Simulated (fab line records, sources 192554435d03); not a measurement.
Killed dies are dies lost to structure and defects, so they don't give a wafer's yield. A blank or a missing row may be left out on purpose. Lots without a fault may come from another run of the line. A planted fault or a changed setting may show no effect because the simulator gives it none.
fab line records | flow n5_finfet
record lots=7 wafers=21
route steps=1938 shown BEOL_M0_SAQP@636 BEOL_M1@778 BEOL_M2@851 BEOL_M3@974
start_h: hours from the record's first day to the start of the lot's first wafer shown | wait_h: hours since the lot's step before | " the same as in the row above | L1.1+2: a row that stands for several wafers | - no value, or no start given | * or withheld: withheld | < > ~ a bound
route shown NAME@n: a module of which the file shows steps, and the number in the route of the first | usual: mean/standard deviation of fault-free wafers | same: alike in all rows | chamber/n: place in a boat | sites: the reading at each site | _std_site: their standard deviation | _edge_site: outer sites' mean less inner sites' | radius_mm: how far each site lies from the wafer's centre | mask NAME#n: copy n | behind: the tool/chamber that last shaped the wafer | hold: why the lot was held/for how many hours/how that ended | device: the transistor (n, p or np) that didn't switch | end of line: the same wafers' tests at the end of the route | a step without rows: its recipe alone | killed: dies lost to structure and defects at the first sort, not the wafer's yield | map: a wafer's dies, x killed, . not, _ none there
set.NAME: the setting as run; set.NAME@STEP: as run at that earlier step | model.NAME: the simulator's own value behind a step, which no gauge read
lots whose settings were changed on purpose; a table a step, a row a wafer
## steps
# step N5_BEOL_M0_SAQP_PECVD_96
# recipe material=a-Si target_thk_a=450 temp_c=350 precursor=SiH4/He pressure_torr=3 rf_w=100 time_s=45.2
# columns lot.wafer tool chamber start_h wait_h set.time_s model.a-Si_of_BEOL_M0_SAQP_PECVD_96.thk_nm
L080.1 pecvd-01 2 141.54 0.0 45.2 45
L080.4 " 2 " " 50 50.8
L080.5 " 1 " " 45.2 45.6
L083.3 pecvd-01 1 161.08 0.0 42.61 42.2
L083.4 " 1 " " 42.61 43.2
L083.6 " 2 " " 45.2 45.8
L087.2 pecvd-02 2 195.52 0.0 45.2 44.2
L087.3+5 " 1,0 " " 45.2 45.4
L091.2 pecvd-01 2 211.67 0.0 45.2 44.8
L091.5+6 " 0,2 " " 45.2 45.2
L095.3 pecvd-04 1 236.81 0.0 45.2 44.4
L095.4 " 1 " " 45.2 45.4
L095.5 " 0 " " 45.2 45.6
L096.1 pecvd-02 2 244.29 0.0 42.81 42.6
L096.3 " 1 " " 45.2 45.2
L096.6 " 1 " " 42.81 43.6
L097.4 pecvd-04 2 246.15 0.0 47.33 47.4
L097.5 " 0 " " 47.33 48.6
L097.6 " 1 " " 45.2 45.8
# step N5_BEOL_M0_SAQP_PECVD_97
# recipe material=SiNx target_thk_a=230 temp_c=350 precursor=SiH4/NH3/N2 pressure_torr=1.5 rf_w=300 time_s=19.9
# step N5_BEOL_M0_SAQP_PECVD_04
# recipe material=a-Si target_thk_a=600 temp_c=350 precursor=SiH4/He pressure_torr=3 rf_w=100 time_s=60.2
# step N5_BEOL_M0_SAQP_ETCH_101
# recipe chemistry=CH3F/O2 target=SiNx mask_material=SiO2 target_depth_a=299 time_s=42.7 pressure_mtorr=30 source_w=395 bias_w=73 Ar_flow_sccm=150 CH3F_flow_sccm=30 O2_flow_sccm=20 ion_energy_ev=120
# step N5_BEOL_M0_SAQP_ETCH_102
# recipe chemistry=CF4 target=SiO2 target_depth_a=40 ion_energy_ev=350 time_s=4.4 pressure_mtorr=10 icp_w=800 bias_w=400 cf4_flow_sccm=80
# step N5_BEOL_M0_SAQP_MANDREL_ETCH_103
# recipe chemistry=HBr/Cl2 target=a-Si target_depth_a=450 bt_time_s=10 stop_on=SiCN mask_material=SiO2 over_etch_frac=0.8 time_s=27 pressure_mtorr=10 icp_w=800 bias_w=75 HBr_flow_sccm=150 Cl2_flow_sccm=80 ends=end_point
# columns lot.wafer tool chamber start_h wait_h set.time_s@BEOL_M0_SAQP_PECVD_96 model.etch.depth_nm
L080.1 rie_si-04 1 144.11 0.0 45.2 44.93
L080.4 " 2 " " 50 50.71
L080.5 " 0 " " 45.2 45.67
L083.3 rie_si-02 0 163.59 0.0 42.61 42.2
L083.4 " 1 " " 42.61 43.25
L083.6 " 3 " " 45.2 45.74
L087.2 rie_si-04 2 198.01 0.0 45.2 44.23
L087.3 " 1 " " 45.2 45.42
L087.5 " 3 " " 45.2 45.35
L091.2 rie_si-02 3 214.31 0.0 45.2 44.87
L091.5 " 1 " " 45.2 45.11
L091.6 " 0 " " 45.2 45.27
L095.3 rie_si-04 3 239.88 0.0 45.2 44.5
L095.4 " 0 " " 45.2 45.35
L095.5 " 3 " " 45.2 45.58
L096.1 rie_si-04 3 248.77 0.0 42.81 42.6
L096.3 " 0 " " 45.2 45.22
L096.6 " 3 " " 42.81 43.62
L097.4 rie_si-05 2 249.09 0.0 47.33 47.36
L097.5 " 1 " " 47.33 48.52
L097.6 " 2 " " 45.2 45.86
# step N5_BEOL_M0_SAQP_ETCH_106
# recipe chemistry=N2/H2 target=SOC target_depth_a=1500 stop_on=SiNx ion_energy_ev=100 bias_w=61 pressure_mtorr=30 source_w=850 n2_flow_sccm=200 h2_flow_sccm=200
# columns lot.wafer tool chamber start_h wait_h set.target_depth_a model.SOC_of_BEOL_M0_SAQP_COAT_105.thk_nm
L080.1 rie_diel-03 0 144.64 - 1500 25.2
L080.4 " 2 " " 1500 24
L080.5 " 1 " " 1554 22.2
L083.3 rie_diel-02 2 164.11 - 1332 35
L083.4 " 1 " " 1500 23
L083.6 " 2 " " 1332 34.6
L087.2 rie_diel-02 2 198.62 - 1500 26.2
L087.3 " 1 " " 1500 23
L087.5 " 0 " " 1500 23.6
L091.2 rie_diel-01 2 214.84 - 1675 18.4
L091.5 " 2 " " 1500 26.2
L091.6 " 3 " " 1675 15.2
L095.3 rie_diel-02 0 240.41 - 1500 23.4
L095.4 " 1 " " 1630 16.4
L095.5 " 0 " " 1500 23.8
L096.1 rie_diel-03 1 249.30 - 1358 32.6
L096.3+6 " 2 " " 1500 25.6
L097.4 rie_diel-02 1 249.73 - 1500 23.4
L097.5 " 0 " " 1500 23
L097.6 " 3 " " 1395 29.2
# step N5_BEOL_M0_SAQP_ETCH_107
# recipe chemistry=CH3F/O2 target=SiNx target_depth_a=300 mask_material=SOC pressure_mtorr=30 source_w=395 bias_w=73 Ar_flow_sccm=150 CH3F_flow_sccm=30 O2_flow_sccm=20 ion_energy_ev=120
# usual rf_vpp_V=296/7.4
# columns lot.wafer tool chamber start_h wait_h set.bias_w set.target_depth_a@BEOL_M0_SAQP_ETCH_106 rf_vpp_V model.SOC_of_BEOL_M0_SAQP_COAT_105.thk_nm
L080.1 rie_diel-03 0 144.70 0.0 82.63 1500 323 14.2
L080.4 " 2 " " 73 1500 293 13.2
L080.5 " 1 " " 82.63 1554 325 11
L083.3 rie_diel-02 2 164.17 0.0 73 1332 285 24.6
L083.4 " 1 " " 81.33 1500 325 11.6
L083.6 " 2 " " 81.33 1332 312 23.6
L087.2 rie_diel-02 2 198.68 0.0 73 1500 286 15.8
L087.3 " 1 " " 73 1500 297 12
L087.5 " 0 " " 73 1500 293 12.8
L091.2 rie_diel-01 2 214.90 0.0 73 1675 310 7.6
L091.5 " 2 " " 66.71 1500 290 15.8
L091.6 " 3 " " 73 1675 299 4.2
L095.3 rie_diel-02 0 240.47 0.0 73 1500 292 12.6
L095.4 " 1 " " 73 1630 298 5.6
L095.5 " 0 " " 73 1500 294 13
L096.1 rie_diel-03 1 249.36 0.0 73 1358 293 21.8
L096.3 " 2 " " 73 1500 293 14.6
L096.6 " 2 " " 68.91 1500 281 15
L097.4 rie_diel-02 1 249.78 0.0 73 1500 297 12.6
L097.5 " 0 " " 73 1500 293 12
L097.6 " 3 " " 73 1395 289 18.4
# step N5_BEOL_M0_SAQP_STRIP_108
# recipe chemistry=N2/H2 power_w=500 temp_c=40 pressure_mtorr=50 rf_frequency_hz=6e+07 overash_fraction=0.3 bias_power_w=28 h2_frac=0.5 n2_flow_sccm=300 h2_flow_sccm=300
# step N5_BEOL_M0_SAQP_RECESS_109
# recipe chemistry=HF/NH3 target=SiO2 target_depth_a=30 afs_cycles=1 temp_c=30 sublimation_temp_c=180 sublimation_time_s=60
# step N5_BEOL_M0_SAQP_SPACER2_ALD_26
# recipe material=SiO2 target_thk_a=150 temp_c=300 ald_precursor_family=BDEAS ald_co_reactant=O2-plasma pulse_time_s=1 purge_time_s=2 co_reactant_purge_time_s=2 pressure_torr=2
# columns lot.wafer tool chamber start_h wait_h set.time_s@BEOL_M0_SAQP_PECVD_96 model.a-Si_of_BEOL_M0_SAQP_PECVD_96.thk_nm
L080.1 ald_sin-03 1 144.94 0.1 45.2 44.2
L080.4 " 0 " " 50 50
L080.5 " 0 " " 45.2 44.8
L083.3 ald_sin-02 0 164.42 0.1 42.61 41.4
L083.4 " 1 " " 42.61 42.4
L083.6 " 3 " " 45.2 45
L087.2 ald_sin-03 3 198.92 0.1 45.2 43.6
L087.3+5 " 2 " " 45.2 44.6
L091.2 ald_sin-02 2 215.22 0.1 45.2 44.2
L091.5 " 2 " " 45.2 44.4
L091.6 " 1 " " 45.2 44.6
L095.3 ald_sin-02 1 240.72 0.1 45.2 43.8
L095.4 " 0 " " 45.2 44.6
L095.5 " 2 " " 45.2 44.8
L096.1 ald_sin-01 1 251.18 1.7 42.81 41.8
L096.3 " 3 " " 45.2 44.4
L096.6 " 2 " " 42.81 42.8
L097.4 ald_sin-03 0 251.41 1.5 47.33 46.6
L097.5 " 3 " " 47.33 47.8
L097.6 " 0 " " 45.2 45.2
# step N5_BEOL_M1_COAT_68
# recipe resist=SiARC temp_c=220 time_s=60 spin_rpm=1500 resist_thk_nm=12
# columns lot.wafer tool chamber start_h wait_h set.spin_rpm model.SiARC_of_BEOL_M1_COAT_68.thk_nm
L080.1+4+5 litho_track-03 0 - - 1500 12
L083.3+4+6 litho_track-04 0 - - 1500 12
L087.2+3+5 litho_track-01 0 - - 1500 12
L091.2 litho_track-03 0 - - 1500 11.8
L091.5+6 " 0 " " 1500 12
L095.3 litho_track-01 0 - - 1500 12
L095.4 " 0 " " 1374 12.6
L095.5 " 0 " " 1374 12.4
L096.1+3+6 litho_track-04 0 - - 1500 12
L097.4 litho_track-03 0 - - 1584 11.6
L097.5+6 " 0 " " 1500 12
# step N5_BEOL_M1_EXPOSE_25
# recipe mask_id=V0 na=0.33 source_shape=quasar sigma_inner=0.2 sigma_outer=0.8 polarization=unpolarized defocus_nm=5 target_cd_nm=24 dose_mj=63
# columns lot.wafer tool chamber start_h wait_h mask set.dose_mj
L080.1 euv_scanner-01 0 154.96 - V0#0 61.62
L080.4+5 " 0 " " V0#0 63
L083.3+4+6 euv_scanner-01 0 175.33 - V0#0 63
L087.2+3+5 euv_scanner-02 0 209.27 - V0#0 63
L091.2+5+6 euv_scanner-01 0 224.33 - V0#0 63
L095.3+5 euv_scanner-01 0 250.19 - V0#0 59.17
L095.4 " 0 " " V0#0 63
L096.1+3+6 euv_scanner-02 0 261.87 - V0#0 63
L097.4+5+6 euv_scanner-02 0 265.31 - V0#0 63
# step N5_BEOL_M1_PEB_26
# recipe peb_temp_c=100 peb_time_s=60 resist=CAR-EUV
# step N5_BEOL_M1_DEVELOP_27
# recipe develop_time_s=30 developer=TMAH resist=CAR-EUV rinse_liquid=surfactant_rinse dry=air_spin dev_temp_c=23
# step N5_BEOL_M1_DESCUM_33
# recipe chemistry=O2 time_s=7 source_power_w=50 bias_power_w=20 pressure_mtorr=20 rf_frequency_hz=2.712e+07 temp_c=40 resist=CAR-EUV o2_flow_sccm=225
# step N5_BEOL_M1_ETCH_77
# recipe chemistry=N2/H2 target=underlayer target_depth_a=65 mask_material=CAR-EUV time_s=5.2 ion_energy_ev=200 pressure_mtorr=30 source_w=840 bias_w=150 n2_flow_sccm=200 h2_flow_sccm=200 ends=cleared
# step N5_BEOL_M1_ETCH_69
# recipe chemistry=CF4 target=SiARC target_depth_a=156 mask_material=CAR-EUV time_s=26 ion_energy_ev=80 pressure_mtorr=40 source_w=545 bias_w=36 Ar_flow_sccm=100 cf4_flow_sccm=100 ends=cleared
# columns lot.wafer tool chamber start_h wait_h set.spin_rpm@BEOL_M1_COAT_68 model.etch.depth_nm
L080.1 rie_diel-03 1 155.28 0.0 1500 11.99
L080.4 " 0 " " 1500 11.94
L080.5 " 0 " " 1500 11.97
L083.3 rie_diel-01 3 175.63 0.0 1500 11.95
L083.4 " 1 " " 1500 11.93
L083.6 " 3 " " 1500 11.96
L087.2 rie_diel-02 2 209.59 0.0 1500 11.98
L087.3 " 1 " " 1500 11.99
L087.5 " 2 " " 1500 12
L091.2 rie_diel-03 2 224.99 0.0 1500 11.87
L091.5 " 3 " " 1500 11.93
L091.6 " 0 " " 1500 11.92
L095.3 rie_diel-02 3 250.49 0.0 1500 12.01
L095.4 " 1 " " 1374 12.52
L095.5 " 0 " " 1374 12.5
L096.1 rie_diel-03 3 262.19 0.0 1500 12
L096.3 " 1 " " 1500 11.95
L096.6 " 0 " " 1500 11.99
L097.4 rie_diel-03 1 265.60 0.0 1584 11.65
L097.5+6 " 0,1 " " 1500 11.94
# step N5_BEOL_M2_EXPOSE_08
# recipe mask_id=M2 na=0.33 source_shape=dipole sigma_inner=0.369 sigma_outer=0.767 polarization=unpolarized dose_mj=41.25
# columns lot.wafer tool chamber start_h wait_h mask set.dose_mj
L080.1+4+5 euv_scanner-01 0 163.42 - M2#0 41.25
L083.3+4 euv_scanner-01 0 185.49 - M2#0 41.25
L083.6 " 0 " " M2#0 43.63
L087.2+3+5 euv_scanner-02 0 219.53 - M2#0 41.25
L091.2 euv_scanner-02 0 231.47 - M2#0 44.26
L091.5+6 " 0 " " M2#0 41.25
L095.3+4+5 euv_scanner-02 0 264.27 - M2#0 41.25
L096.1 euv_scanner-02 0 267.93 - M2#0 41.25
L096.3+6 " 0 " " M2#0 44.24
L097.4+5+6 euv_scanner-01 0 275.07 - M2#0 41.25
# step N5_BEOL_M2_PEB_09
# recipe peb_temp_c=100 peb_time_s=60 resist=CAR-EUV
# step N5_BEOL_M2_DEVELOP_10
# recipe develop_time_s=30 developer=TMAH resist=CAR-EUV rinse_liquid=surfactant_rinse dry=air_spin dev_temp_c=23
# step N5_BEOL_M2_CD_MEAS_11
# recipe target_cd_nm=16.79 landing_energy_ev=500 detector=se_inlens polarity=opening
# usual cd_nm=16.82/0.26
# columns lot.wafer tool chamber start_h wait_h set.dose_mj@BEOL_M2_EXPOSE_08 cd_nm
L080.1 cd_sem-01 0 163.56 - 41.25 16.78
L080.4 " 0 " " 41.25 16.91
L080.5 " 0 " " 41.25 16.86
L083.3 cd_sem-01 0 185.61 - 41.25 16.76
L083.4 " 0 " " 41.25 16.87
L083.6 " 0 " " 43.63 18.09
L087.2 cd_sem-03 0 219.66 - 41.25 16.75
L087.3 " 0 " " 41.25 17.44
L087.5 " 0 " " 41.25 16.96
L091.2 cd_sem-02 0 231.59 - 44.26 18.38
L091.5 " 0 " " 41.25 16.77
L091.6 " 0 " " 41.25 16.93
L095.3 cd_sem-01 0 264.39 - 41.25 16.28
L095.4 " 0 " " 41.25 16.73
L095.5 " 0 " " 41.25 17.02
L096.1 cd_sem-03 0 268.06 - 41.25 16.79
L096.3 " 0 " " 44.24 17.94
L096.6 " 0 " " 44.24 18.15
L097.4 cd_sem-02 0 275.19 - 41.25 16.97
L097.5 " 0 " " 41.25 16.94
L097.6 " 0 " " 41.25 16.69
# step N5_BEOL_M2_DESCUM_16
# recipe chemistry=O2 time_s=7 source_power_w=50 bias_power_w=20 pressure_mtorr=20 rf_frequency_hz=2.712e+07 temp_c=40 resist=CAR-EUV o2_flow_sccm=225
# columns lot.wafer tool chamber start_h wait_h set.time_s model.CAR-EUV_of_BEOL_M2_COAT_05.thk_nm
L080.1 rie_diel-04 3 163.85 0.2 7 26
L080.4 " 1 " " 8.545 25.2
L080.5 " 2 " " 7 25.8
L083.3+6 rie_diel-05 0 185.73 0.0 7 26.2
L083.4 " 1 " " 6.086 26.6
L087.2+3+5 rie_diel-04 3,1,2 219.89 0.1 7 26
L091.2+5 rie_diel-06 0,3 231.79 0.1 7 26
L091.6 " 2 " " 6.311 26.4
L095.3 rie_diel-06 2 264.51 0.0 5.492 26.8
L095.4+5 " 3,0 " " 7 26
L096.1+6 rie_diel-06 3,2 268.19 0.0 8.537 25.2
L096.3 " 0 " " 7 26
L097.4+5+6 rie_diel-05 1,0,3 275.39 0.1 6.126 26.6
# step N5_BEOL_M2_ETCH_74
# recipe chemistry=N2/H2 target=underlayer target_depth_a=65 mask_material=CAR-EUV time_s=5.2 ion_energy_ev=200 pressure_mtorr=30 source_w=840 bias_w=150 n2_flow_sccm=200 h2_flow_sccm=200 ends=cleared
# columns lot.wafer tool chamber start_h wait_h set.dose_mj@BEOL_M2_EXPOSE_08 model.BEOL_M2.cd_offset_nm
L080.1+5 rie_diel-04 3,2 163.89 0.0 41.25 0
L080.4 " 1 " " 41.25 0.2
L083.3 rie_diel-05 0 185.77 0.0 41.25 0
L083.4 " 1 " " 41.25 -0.4
L083.6 " 0 " " 43.63 1.2
L087.2 rie_diel-04 3 219.93 0.0 41.25 0
L087.3+5 " 1,2 " " 41.25 0.2
L091.2 rie_diel-06 0 231.83 0.0 44.26 1.4
L091.5+6 " 3,2 " " 41.25 0
L095.3 rie_diel-06 2 264.54 0.0 41.25 -0.4
L095.4 " 3 " " 41.25 0.2
L095.5 " 0 " " 41.25 0.4
L096.1 rie_diel-06 3 268.22 0.0 41.25 0.2
L096.3 " 0 " " 44.24 1.2
L096.6 " 2 " " 44.24 1.6
L097.4 rie_diel-05 1 275.43 0.0 41.25 0.2
L097.5 " 0 " " 41.25 0
L097.6 " 3 " " 41.25 -0.2
# step N5_BEOL_M2_ETCH_63
# recipe chemistry=CF4 target=SiARC target_depth_a=156 mask_material=CAR-EUV time_s=26 ion_energy_ev=80 pressure_mtorr=40 source_w=545 bias_w=36 Ar_flow_sccm=100 cf4_flow_sccm=100 ends=cleared
# columns lot.wafer tool chamber start_h wait_h set.dose_mj@BEOL_M2_EXPOSE_08 model.BEOL_M2.cd_offset_nm
L080.1+5 rie_diel-04 3,2 163.90 0.0 41.25 0
L080.4 " 1 " " 41.25 0.2
L083.3 rie_diel-05 0 185.78 0.0 41.25 0
L083.4 " 1 " " 41.25 -0.4
L083.6 " 0 " " 43.63 1.2
L087.2 rie_diel-04 3 219.95 0.0 41.25 0
L087.3+5 " 1,2 " " 41.25 0.2
L091.2 rie_diel-06 0 231.84 0.0 44.26 1.2
L091.5 " 3 " " 41.25 0.2
L091.6 " 2 " " 41.25 -0.2
L095.3 rie_diel-06 2 264.56 0.0 41.25 -0.4
L095.4 " 3 " " 41.25 0.4
L095.5 " 0 " " 41.25 0.2
L096.1 rie_diel-06 3 268.24 0.0 41.25 0.4
L096.3 " 0 " " 44.24 1.2
L096.6 " 2 " " 44.24 1.6
L097.4+5 rie_diel-05 1,0 275.44 0.0 41.25 0.2
L097.6 " 3 " " 41.25 -0.2
# step N5_BEOL_M3_ETCH_70
# recipe chemistry=N2/H2 target=SOC target_depth_a=800 overetch_a=160 mask_material=SiARC temp_c=40 time_s=120 ion_energy_ev=200 pressure_mtorr=30 source_w=840 bias_w=150 n2_flow_sccm=200 h2_flow_sccm=200
# columns lot.wafer tool chamber start_h wait_h set.time_s model.SiARC_of_BEOL_M3_COAT_68.thk_nm
L080.1 rie_diel-02 3 181.98 0.0 120 6.6
L080.4+5 " 0,3 " " 145.8 5.4
L083.3+6 rie_diel-02 0,3 195.23 0.0 120 6.6
L083.4 " 1 " " 110.5 6.8
L087.2 rie_diel-01 0 230.36 0.0 120 6.2
L087.3+5 " 1 " " 120 6.4
L091.2+5 rie_diel-01 2 244.10 0.0 120 6.2
L091.6 " 3 " " 120 6.4
L095.3 rie_diel-01 3 277.70 0.0 133.8 5.8
L095.4 " 2 " " 120 6.2
L095.5 " 3 " " 133.8 5.6
L096.1+3 rie_diel-03 0,2 280.57 0.0 120 6.6
L096.6 " 3 " " 120 6.4
L097.4+5 rie_diel-03 1,2 284.88 0.0 120 6.6
L097.6 " 3 " " 120 6.4
## key
split step=N5_BEOL_M0_SAQP_PECVD_96 setting=time_s stated=45.2 by=wafer
response step=N5_BEOL_M0_SAQP_PECVD_96 reading=model.a-Si_of_BEOL_M0_SAQP_PECVD_96.thk_nm change=+0.499 per=1% r=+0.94
response step=N5_BEOL_M0_SAQP_MANDREL_ETCH_103 reading=model.etch.depth_nm change=+0.489 per=1% r=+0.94
response step=N5_BEOL_M0_SAQP_SPACER2_ALD_26 reading=model.a-Si_of_BEOL_M0_SAQP_PECVD_96.thk_nm change=+0.494 per=1% r=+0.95
split step=N5_BEOL_M0_SAQP_ETCH_106 setting=target_depth_a stated=1500 by=wafer
response step=N5_BEOL_M0_SAQP_ETCH_106 reading=model.SOC_of_BEOL_M0_SAQP_COAT_105.thk_nm change=-0.863 per=1% r=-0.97
response step=N5_BEOL_M0_SAQP_ETCH_107 reading=model.SOC_of_BEOL_M0_SAQP_COAT_105.thk_nm change=-0.894 per=1% r=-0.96
split step=N5_BEOL_M0_SAQP_ETCH_107 setting=bias_w stated=73 by=wafer
response step=N5_BEOL_M0_SAQP_ETCH_107 reading=rf_vpp_V change=+2.37 per=1% r=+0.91
split step=N5_BEOL_M1_COAT_68 setting=spin_rpm stated=1500 by=wafer
response step=N5_BEOL_M1_COAT_68 reading=model.SiARC_of_BEOL_M1_COAT_68.thk_nm change=-0.0632 per=1% r=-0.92
response step=N5_BEOL_M1_ETCH_69 reading=model.etch.depth_nm change=-0.0574 per=1% r=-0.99
split step=N5_BEOL_M1_EXPOSE_25 setting=dose_mj stated=63 by=wafer
response none clear
split step=N5_BEOL_M2_EXPOSE_08 setting=dose_mj stated=41.25 by=wafer
response step=N5_BEOL_M2_CD_MEAS_11 reading=cd_nm change=+0.199 per=1% r=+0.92
response step=N5_BEOL_M2_ETCH_74 reading=model.BEOL_M2.cd_offset_nm change=+0.194 per=1% r=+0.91
response step=N5_BEOL_M2_ETCH_63 reading=model.BEOL_M2.cd_offset_nm change=+0.173 per=1% r=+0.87
split step=N5_BEOL_M2_DESCUM_16 setting=time_s stated=7 by=wafer
response step=N5_BEOL_M2_DESCUM_16 reading=model.CAR-EUV_of_BEOL_M2_COAT_05.thk_nm change=-0.0349 per=1% r=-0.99
split step=N5_BEOL_M3_ETCH_70 setting=time_s stated=120 by=wafer
response step=N5_BEOL_M3_ETCH_70 reading=model.SiARC_of_BEOL_M3_COAT_68.thk_nm change=-0.0504 per=1% r=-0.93
